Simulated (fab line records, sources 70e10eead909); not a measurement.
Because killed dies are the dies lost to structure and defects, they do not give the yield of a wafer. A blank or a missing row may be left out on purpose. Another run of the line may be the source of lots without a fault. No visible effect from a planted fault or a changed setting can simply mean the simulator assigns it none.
Which tool is to blame? / flow nand_harc / 13 lots with 39 wafers sampled at 5 steps, on a route of 1159 steps

== WHAT THE GAUGES READ, wafer by wafer ==
NHARC_P_M0_THK_MEAS_24: measures by xrf. Usual: thk_nm 117.4 nm, standard deviation 1.4.
lot=L389; measured=day 5 20:35; on=film_metro-01; thk_nm (nm)=118.7 119.2 118.1; flag=
lot=L390; measured=day 5 21:31; on=film_metro-01; thk_nm (nm)=117.9 117.5 117.6; flag=
lot=L392; measured=day 6 13:49; on=film_metro-01; thk_nm (nm)=116.3 116.4 117.2; flag=
lot=L391; measured=day 6 14:13; on=film_metro-02; thk_nm (nm)=118.8 118.0 116.5; flag=
lot=L393; measured=day 6 16:12; on=film_metro-02; thk_nm (nm)=116.5 118.1 120.1; flag=
lot=L394; measured=day 7 03:22; on=film_metro-01; thk_nm (nm)=115.8 116.4 116.8; flag=
lot=L395; measured=day 7 03:34; on=film_metro-01; thk_nm (nm)=115.7 118.2 116.6; flag=
lot=L396; measured=day 7 17:55; on=film_metro-01; thk_nm (nm)=119.0 120.5 118.8; flag=
lot=L398; measured=day 8 07:53; on=film_metro-02; thk_nm (nm)=117.7 118.2 116.3; flag=
lot=L399; measured=day 8 14:46; on=film_metro-01; thk_nm (nm)=119.2 120.1 119.4; flag=
lot=L408; measured=day 11 00:23; on=film_metro-02; thk_nm (nm)=117.3 115.0 116.8; flag=
lot=L411; measured=day 11 04:56; on=film_metro-02; thk_nm (nm)=116.8 118.5 115.1; flag=
lot=L412; measured=day 11 15:01; on=film_metro-02; thk_nm (nm)=117.5 119.0 115.8; flag=

NHARC_P_M1_CD_MEAS_09: the cd target is 130 nm. Usual: cd_nm 130.4 nm, standard deviation 0.6.
lot=L389; measured=day 5 22:08; on=cd_sem-02; cd_nm (nm)=129.9 129.2 130.0; flag=
lot=L390; measured=day 5 23:05; on=cd_sem-02; cd_nm (nm)=130.1 129.0 130.4; flag=
lot=L392; measured=day 6 15:22; on=cd_sem-03; cd_nm (nm)=131.0 131.0 130.4; flag=
lot=L391; measured=day 6 15:46; on=cd_sem-01; cd_nm (nm)=130.5 129.9 129.9; flag=
lot=L393; measured=day 6 17:36; on=cd_sem-03; cd_nm (nm)=131.0 130.8 130.8; flag=
lot=L394; measured=day 7 04:54; on=cd_sem-01; cd_nm (nm)=130.7 130.7 130.1; flag=
lot=L395; measured=day 7 05:18; on=cd_sem-01; cd_nm (nm)=130.2 130.5 130.8; flag=
lot=L396; measured=day 7 19:29; on=cd_sem-02; cd_nm (nm)=130.5 130.5 131.1; flag=
lot=L398; measured=day 8 09:26; on=cd_sem-03; cd_nm (nm)=130.0 129.8 129.7; flag=
lot=L399; measured=day 8 16:18; on=cd_sem-01; cd_nm (nm)=130.5 131.1 130.2; flag=
lot=L408; measured=day 11 01:55; on=cd_sem-03; cd_nm (nm)=132.8 132.6 133.1; flag=OFF
lot=L411; measured=day 11 06:21; on=cd_sem-03; cd_nm (nm)=132.3 132.6 131.9; flag=OFF
lot=L412; measured=day 11 16:34; on=cd_sem-02; cd_nm (nm)=131.3 131.1 131.5; flag=

NHARC_P_M1_INSPECT_11. Usual: raw_defect_count 4.0, standard deviation 2.5.
lot=L389; measured=day 5 22:16; on=defect_inspect-02; raw_defect_count=9 5 4; flag=
lot=L390; measured=day 5 23:13; on=defect_inspect-01; raw_defect_count=8 5 7; flag=
lot=L392; measured=day 6 15:29; on=defect_inspect-01; raw_defect_count=4 2 6; flag=
lot=L391; measured=day 6 15:54; on=defect_inspect-01; raw_defect_count=3 2 2; flag=
lot=L393; measured=day 6 17:44; on=defect_inspect-02; raw_defect_count=1 3 2; flag=
lot=L394; measured=day 7 05:02; on=defect_inspect-01; raw_defect_count=4 1 1; flag=
lot=L395; measured=day 7 05:26; on=defect_inspect-01; raw_defect_count=5 6 6; flag=
lot=L396; measured=day 7 19:36; on=defect_inspect-01; raw_defect_count=3 6 3; flag=
lot=L398; measured=day 8 09:34; on=defect_inspect-02; raw_defect_count=6 3 2; flag=
lot=L399; measured=day 8 16:26; on=defect_inspect-02; raw_defect_count=1 5 2; flag=
lot=L408; measured=day 11 02:02; on=defect_inspect-01; raw_defect_count=5 6 8; flag=
lot=L411; measured=day 11 06:28; on=defect_inspect-01; raw_defect_count=4 7 8; flag=
lot=L412; measured=day 11 16:41; on=defect_inspect-01; raw_defect_count=5 8 5; flag=

NHARC_END_SORT_01. Usual: defect_limited_yield 95.6 %, standard deviation 1.4; killed_at_array 26, standard deviation 9; killed_at_other 0.8, standard deviation 1.2; killed_at_periphery 3.2, standard deviation 2.3; killed_dies 30, standard deviation 9.1; killed_open 3.5, standard deviation 2; killed_short 1.8, standard deviation 1.4; sort_bin_2_pct 1.4 %, standard deviation 0.59; sort_bin_3_pct 0.25 %, standard deviation 0.22; sort_bin_4_pct 2.8 %, standard deviation 0.91; sort_n_pass 647, standard deviation 9.1; sort_rim_yield_pct 95.4 %, standard deviation 3; sort_yield_pct 95.6 %, standard deviation 1.4.
lot=L398; measured=day 21 21:46; on=prober-01; defect_limited_yield (%)=95.1 96.6 95.9; killed_at_array=29 21 25; killed_at_other=1 0 0; killed_at_periphery=3 2 3; killed_dies=33 23 28; killed_open=3 2 2; killed_short=3 1 3; sort_bin_2_pct (%)=1.6 1.0 1.8; sort_bin_3_pct (%)=0 0.30 0.44; sort_bin_4_pct (%)=3.2 2.1 1.9; sort_n_pass=644 654 649; sort_rim_yield_pct (%)=95.3 100.0 97.2; sort_yield_pct (%)=95.1 96.6 95.9; flag=

== EACH LOT AND THE TOOL THAT RAN IT (in order: tool; ch and the chambers of the sampled wafers; start) ==
lot=L389; NHARC_P_M0_PVD_21=pvd_sputter-01, day 5 20:35 or earlier
lot=L390; NHARC_P_M0_PVD_21=pvd_sputter-01, day 5 21:31 or earlier
lot=L392; NHARC_P_M0_PVD_21=pvd_sputter-02, day 6 13:49 or earlier
lot=L391; NHARC_P_M0_PVD_21=pvd_sputter-01, day 6 14:13 or earlier
lot=L393; NHARC_P_M0_PVD_21=pvd_sputter-03, day 6 16:12 or earlier
lot=L394; NHARC_P_M0_PVD_21=pvd_sputter-01, day 7 03:22 or earlier
lot=L395; NHARC_P_M0_PVD_21=pvd_sputter-02, day 7 03:34 or earlier
lot=L396; NHARC_P_M0_PVD_21=pvd_sputter-01, day 7 17:55 or earlier
lot=L398; NHARC_P_M0_PVD_21=pvd_sputter-03, day 8 07:53 or earlier
lot=L399; NHARC_P_M0_PVD_21=pvd_sputter-02, day 8 14:46 or earlier
lot=L408; NHARC_P_M0_PVD_21=pvd_sputter-02, day 11 00:23 or earlier
lot=L411; NHARC_P_M0_PVD_21=pvd_sputter-02, day 11 04:56 or earlier
lot=L412; NHARC_P_M0_PVD_21=pvd_sputter-01, day 11 15:01 or earlier
- NHARC_P_M0_PVD_21: deposits Cu, target thk 30 nm, time 20.49 s.

== AS READ BY THE TOOLS THEMSELVES (means over the sampled wafers that have a number; for cases with no such wafer, the mark the record gives instead) ==
NHARC_P_M0_PVD_21. Usual: throttle_valve_pct 30.2 %, standard deviation 0.82.
lot=L389; tool=pvd_sputter-01; throttle_valve_pct (%)=30.1; flag=
lot=L390; tool=pvd_sputter-01; throttle_valve_pct (%)=29.6; flag=
lot=L392; tool=pvd_sputter-02; throttle_valve_pct (%)=30.1; flag=
lot=L391; tool=pvd_sputter-01; throttle_valve_pct (%)=29.3; flag=
lot=L393; tool=pvd_sputter-03; throttle_valve_pct (%)=30.9; flag=
lot=L394; tool=pvd_sputter-01; throttle_valve_pct (%)=30.1; flag=
lot=L395; tool=pvd_sputter-02; throttle_valve_pct (%)=30.4; flag=
lot=L396; tool=pvd_sputter-01; throttle_valve_pct (%)=29.7; flag=
lot=L398; tool=pvd_sputter-03; throttle_valve_pct (%)=30.4; flag=
lot=L399; tool=pvd_sputter-02; throttle_valve_pct (%)=29.8; flag=
lot=L408; tool=pvd_sputter-02; throttle_valve_pct (%)=30.3; flag=
lot=L411; tool=pvd_sputter-02; throttle_valve_pct (%)=29.7; flag=
lot=L412; tool=pvd_sputter-01; throttle_valve_pct (%)=30.8; flag=

== THE ANSWER, worked out from the rows above alone ==
Rule: a lot counts as off when the mean over its wafers that have a number is more than 3 standard deviations away from the usual mean. Also off: a lot with no number at a reading for which 4 or more lots have one. Any other lot the step has rows for is counted as sound. First the gauges in route order, then the tools' own readings, where a lot's mean is used as printed above. At the first step where some lot is off, the reading lying furthest off is the one used; lots without a number count as furthest.
Off at NHARC_P_M1_CD_MEAS_09 (cd_nm): L408, L411.
A tool fits if, at a process step before that reading, it ran every lot that is off, and no sound lot after the first of them. Gauges at NHARC_P_M1_CD_MEAS_09: tried the same way as those tools. NHARC_P_M0_PVD_21 gives no start for some lots, so the hours and the order of its lots are those of NHARC_P_M0_THK_MEAS_24. This does not decide it: 2 tools fit, namely pvd_sputter-02 at NHARC_P_M0_PVD_21 and cd_sem-03 at NHARC_P_M1_CD_MEAS_09.

== WHAT WAS PUT IN BY THE SIMULATOR ==
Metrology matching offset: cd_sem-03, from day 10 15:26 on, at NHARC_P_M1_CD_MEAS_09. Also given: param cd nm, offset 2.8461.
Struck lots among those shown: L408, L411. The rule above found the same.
